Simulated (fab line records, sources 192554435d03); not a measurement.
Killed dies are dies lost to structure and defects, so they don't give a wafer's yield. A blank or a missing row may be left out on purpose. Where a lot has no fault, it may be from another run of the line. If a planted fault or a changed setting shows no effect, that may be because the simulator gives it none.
fab line records    flow n5_finfet    part 2 of 2: steps 21 to 30 of 30
[record] lots = 5  wafers = 15  last_day = 17
route steps=1938 shown BEOL_M7@1270
lots with no fault: from the same line, run without faults
start_h: hours from the record's first day to the start of the lot's first wafer shown    wait_h: hours elapsed since this lot's preceding step    " identical to the entry in the row above    L1.1+2: one row covering several wafers at once    - no value present, or no start provided    * or withheld: withheld    < > ~ a bound
route shown NAME@n: a module of which the file shows steps, and the number in the route of the first    usual: mean/standard deviation of fault-free wafers    same: alike in all rows    chamber/n: place in a boat    sites: each site's reading    _std_site: their standard deviation    _edge_site: inner sites' mean taken away from outer sites' mean    radius_mm: for every site, how far away it sits from the centre of the wafer    mask NAME#n: copy n    behind: the most recent tool/chamber to have shaped the wafer    hold: the reason the lot was held/the length of the hold in hours/how it ended    device: names the non-switching transistor (n, p or np)    end of line: at the end of the route, the tests of the same wafers    for a step that has no rows: nothing shown but its recipe    killed: not the wafer's yield, but the dies lost to structure and defects at the first sort    map: dies across one wafer; x = killed, . = not, _ = none there
set.NAME: the run value of the setting; set.NAME@STEP: its run value at that earlier step    model.NAME: the simulator's own value behind a step, which no gauge read
a table for each step, a row for each wafer; lots at some steps of the route
services: a tool's chamber out of use, with start hour (start_h, from the record's first day; less than 0 if before it), hours out, and reason
[[steps]]
[step N5_BEOL_M7_COAT_22]
[recipe] resist = CAR-EUV  spin_rpm = 1500  resist_thk_nm = 30
[usual] chill_plate_temp_C = 23.03/0.12
lot.wafer  tool            chamber  start_h  wait_h  chill_plate_temp_C
L081.2     litho_track-04  0        -        -       22.78
L081.4     "               0        "        "       22.74
L081.6     "               0        "        "       22.92
L086.2     litho_track-05  0        -        -       23.01
L086.3     "               0        "        "       22.92
L086.6     "               0        "        "       22.92
L093.3     litho_track-01  0        -        -       23.23
L093.4     "               0        "        "       23.12
L093.6     "               0        "        "       23.20
L091.2     litho_track-04  0        -        -       23.06
L091.4     "               0        "        "       23.12
L091.5     "               0        "        "       23.21
L096.4     litho_track-01  0        -        -       23.24
L096.5     "               0        "        "       23.09
L096.6     "               0        "        "       23.20
[step N5_BEOL_M7_EBR_24]
[recipe] solvent = PGMEA  ebr_width_mm = 1.5
[usual] chill_plate_temp_C = 23.02/0.11
lot.wafer  tool            chamber  start_h  wait_h  chill_plate_temp_C
L081.2     litho_track-04  0        -        -       22.92
L081.4     "               0        "        "       22.95
L081.6     "               0        "        "       23.03
L086.2     litho_track-05  0        -        -       22.92
L086.3     "               0        "        "       23.10
L086.6     "               0        "        "       22.94
L093.3     litho_track-01  0        -        -       23.05
L093.4     "               0        "        "       23.05
L093.6     "               0        "        "       23.17
L091.2     litho_track-04  0        -        -       23.16
L091.4     "               0        "        "       22.97
L091.5     "               0        "        "       23.11
L096.4     litho_track-01  0        -        -       23.18
L096.5     "               0        "        "       22.97
L096.6     "               0        "        "       22.96
[step N5_BEOL_M7_SOFTBAKE_23]
[recipe] temp_c = 110  time_s = 60  resist = CAR-EUV
[usual] chill_plate_temp_C = 22.99/0.1
lot.wafer  tool            chamber  start_h  wait_h  chill_plate_temp_C
L081.2     litho_track-04  0        -        -       23.03
L081.4     "               0        "        "       22.96
L081.6     "               0        "        "       22.95
L086.2     litho_track-05  0        -        -       23.02
L086.3     "               0        "        "       23.12
L086.6     "               0        "        "       23.21
L093.3     litho_track-01  0        -        -       23.15
L093.4     "               0        "        "       23.09
L093.6     "               0        "        "       23.09
L091.2     litho_track-04  0        -        -       22.95
L091.4     "               0        "        "       23.08
L091.5     "               0        "        "       23.04
L096.4     litho_track-01  0        -        -       23.08
L096.5     "               0        "        "       22.99
L096.6     "               0        "        "       22.99
[step N5_BEOL_M7_EXPOSE_25]
[recipe] mask_id = V6  na = 0.33  source_shape = annular  sigma_inner = 0.4  sigma_outer = 0.8  polarization = unpolarized  target_cd_nm = 40  dose_mj = 42.5
lot.wafer   tool            chamber  start_h  wait_h  mask
L081.2+4+6  euv_scanner-01  0        236.67   -       V6#0
L086.2+3+6  euv_scanner-02  0        268.29   -       V6#0
L093.3+4+6  euv_scanner-02  0        300.95   -       V6#0
L091.2+4+5  euv_scanner-01  0        301.13   -       V6#0
L096.4+5+6  euv_scanner-02  0        339.43   -       V6#0
[step N5_BEOL_M7_PEB_26]
[recipe] peb_temp_c = 100  peb_time_s = 60  resist = CAR-EUV
[usual] chill_plate_temp_C = 23.00/0.11
lot.wafer  tool            chamber  start_h  wait_h  chill_plate_temp_C
L081.2     litho_track-01  0        236.73   0.1     23.08
L081.4     "               0        "        "       23.11
L081.6     "               0        "        "       23.04
L086.2     litho_track-04  0        268.35   0.1     23.03
L086.3     "               0        "        "       22.97
L086.6     "               0        "        "       22.99
L093.3     litho_track-05  0        301.01   0.0     23.05
L093.4     "               0        "        "       23.03
L093.6     "               0        "        "       23.02
L091.2     litho_track-01  0        301.19   0.1     22.84
L091.4     "               0        "        "       22.96
L091.5     "               0        "        "       22.88
L096.4     litho_track-01  0        339.47   0.0     22.98
L096.5     "               0        "        "       23.04
L096.6     "               0        "        "       23.04
[step N5_BEOL_M7_DEVELOP_27]
[recipe] develop_time_s = 30  developer = TMAH  resist = CAR-EUV  rinse_liquid = surfactant_rinse  dry = air_spin  dev_temp_c = 23
[usual] chill_plate_temp_C = 23.01/0.11
lot.wafer  tool            chamber  start_h  wait_h  chill_plate_temp_C
L081.2     litho_track-01  0        -        -       23.03
L081.4     "               0        "        "       23.10
L081.6     "               0        "        "       23.14
L086.2     litho_track-04  0        -        -       23.14
L086.3     "               0        "        "       23.12
L086.6     "               0        "        "       23.09
L093.3     litho_track-05  0        -        -       22.96
L093.4     "               0        "        "       23.02
L093.6     "               0        "        "       22.76
L091.2     litho_track-01  0        -        -       23.06
L091.4     "               0        "        "       23.31
L091.5     "               0        "        "       23.04
L096.4     litho_track-01  0        -        -       22.88
L096.5     "               0        "        "       23.04
L096.6     "               0        "        "       22.98
[step N5_BEOL_M7_CD_MEAS_28]
[recipe] target_cd_nm = 40  landing_energy_ev = 500  detector = se_inlens
[usual] cd_nm = 40.06/0.25
lot.wafer  tool       chamber  start_h  wait_h  cd_nm
L081.2     cd_sem-02  0        236.79   -       40.22
L081.4     "          0        "        "       40.29
L081.6     "          0        "        "       39.34
L086.2     cd_sem-02  0        268.42   -       40.47
L086.3     "          0        "        "       40.34
L086.6     "          0        "        "       39.97
L093.3     cd_sem-02  0        301.07   -       40.38
L093.4     "          0        "        "       40.23
L093.6     "          0        "        "       39.94
L091.2     cd_sem-03  0        301.26   -       40.32
L091.4     "          0        "        "       39.75
L091.5     "          0        "        "       40.02
L096.4     cd_sem-02  0        339.54   -       39.95
L096.5     "          0        "        "       40.39
L096.6     "          0        "        "       39.60
[step N5_BEOL_M7_OVL_MEAS_29]
[recipe] points_per_wafer = 522
[usual] V6_OVL = 0.3/0.62
lot.wafer  tool        chamber  start_h  wait_h  V6_OVL[nm]
L081.2     overlay-01  0        236.83   0.0     0.0
L081.4     "           0        "        "       0.4
L081.6     "           0        "        "       -0.2
L086.2     overlay-01  0        268.45   0.0     -0.4
L086.3     "           0        "        "       -0.4
L086.6     "           0        "        "       -0.5
L093.3     overlay-01  0        301.11   0.0     1.2
L093.4     "           0        "        "       0.9
L093.6     "           0        "        "       0.7
L091.2     overlay-02  0        301.30   0.0     -0.1
L091.4     "           0        "        "       -0.1
L091.5     "           0        "        "       0.7
L096.4     overlay-02  0        339.59   0.0     -0.6
L096.5     "           0        "        "       0.0
L096.6     "           0        "        "       0.1
[step N5_BEOL_M7_INSPECT_30]
[recipe] mode = adi  inspect_instrument = brightfield
[usual] raw_defect_count = 473/95
lot.wafer  tool               chamber  start_h  wait_h  raw_defect_count
L081.2     defect_inspect-01  -        236.88   0.0     421
L081.4     "                  -        "        "       687
L081.6     "                  -        "        "       557
L086.2     defect_inspect-01  -        268.50   0.0     352
L086.3     "                  -        "        "       522
L086.6     "                  -        "        "       545
L093.3     defect_inspect-02  -        301.16   0.0     345
L093.4     "                  -        "        "       463
L093.6     "                  -        "        "       435
L091.2     defect_inspect-01  -        301.35   0.0     460
L091.4     "                  -        "        "       466
L091.5     "                  -        "        "       474
L096.4     defect_inspect-02  -        339.63   0.0     570
L096.5     "                  -        "        "       395
L096.6     "                  -        "        "       420
[step N5_BEOL_M7_DESCUM_33]
[recipe] chemistry = O2  time_s = 7  source_power_w = 50  bias_power_w = 20  pressure_mtorr = 20  rf_frequency_hz = 2.712e+07  temp_c = 40  resist = CAR-EUV  o2_flow_sccm = 225
[usual] drypump_motor_current_A = 5.7/0.39  oes_product_au = 0.78/0.093  rf_vpp_V = 243.2/1.3  showerhead_plenum_p_Torr = 2.10/0.067  throttle_valve_pct = 20.43/0.24
lot.wafer  tool         chamber  start_h  wait_h  drypump_motor_current_A  oes_product_au  rf_hours_counter_h  rf_vpp_V  showerhead_plenum_p_Torr  throttle_valve_pct
L081.2     rie_diel-02  1        237.06   0.2     5.2                      0.75            179                 242.6     2.00                      20.16
L081.4     "            1        "        "       5.2                      0.75            -                   242.9     2.00                      20.17
L081.6     "            3        "        "       6.4                      0.67            -                   242.6     2.07                      20.58
L086.2     rie_diel-01  3        268.55   0.0     5.9                      0.80            128                 244.8     2.20                      20.50
L086.3     "            2        "        "       5.6                      0.70            208                 243.2     2.05                      20.07
L086.6     "            2        "        "       5.6                      0.70            -                   243.0     2.05                      20.07
L093.3     rie_diel-01  0        301.19   0.0     5.4                      0.76            119                 244.7     2.12                      20.84
L093.4     "            1        "        "       6.4                      0.84            70                  243.4     2.03                      20.30
L093.6     "            0        "        "       5.4                      0.77            -                   244.4     2.12                      20.83
L091.2     rie_diel-02  0        301.72   0.4     5.9                      0.91            19                  245.4     2.22                      20.60
L091.4     "            3        "        "       6.4                      0.96            6                   242.4     2.06                      20.24
L091.5     "            0        "        "       5.9                      0.91            -                   244.8     2.22                      20.61
L096.4     rie_diel-06  0        340.87   1.2     5.9                      0.88            43                  241.9     2.06                      20.44
L096.5     "            1        "        "       5.5                      0.90            -                   241.3     2.06                      20.11
L096.6     "            0        "        "       5.9                      0.87            -                   242.4     2.06                      20.44
[[services]]
tool             chamber  start_h  hours  kind
arfi_scanner-03  -        212.60   4.9    pm
arfi_scanner-02  -        226.38   1.0    pm
arfi_scanner-02  -        232.90   0.8    pm
euv_scanner-02   -        238.59   0.3    repair
arfi_scanner-02  -        239.90   1.3    pm
arfi_scanner-03  -        242.93   0.9    repair
arfi_scanner-03  -        246.40   1.0    repair
euv_scanner-02   -        246.66   1.0    pm
euv_scanner-02   -        250.49   5.8    pm
rie_diel-06      1        250.77   15.2   repair
euv_scanner-01   -        256.27   5.8    pm
arfi_scanner-03  -        281.97   1.0    pm
arfi_scanner-03  -        284.87   3.6    repair
arfi_scanner-03  -        296.22   0.4    repair
euv_scanner-02   -        302.81   1.0    pm
rie_diel-01      1        306.06   3.2    repair
arfi_scanner-03  -        311.38   2.0    repair
rie_diel-01      2        317.52   13.2   repair
arfi_scanner-03  -        319.09   1.3    pm
rie_diel-06      1        324.83   6.5    repair
arfi_scanner-03  -        327.93   0.8    pm
rie_diel-06      0        329.54   6.8    repair
rie_diel-01      -        331.02   28.1   pm
rie_diel-02      3        337.71   39.6   repair
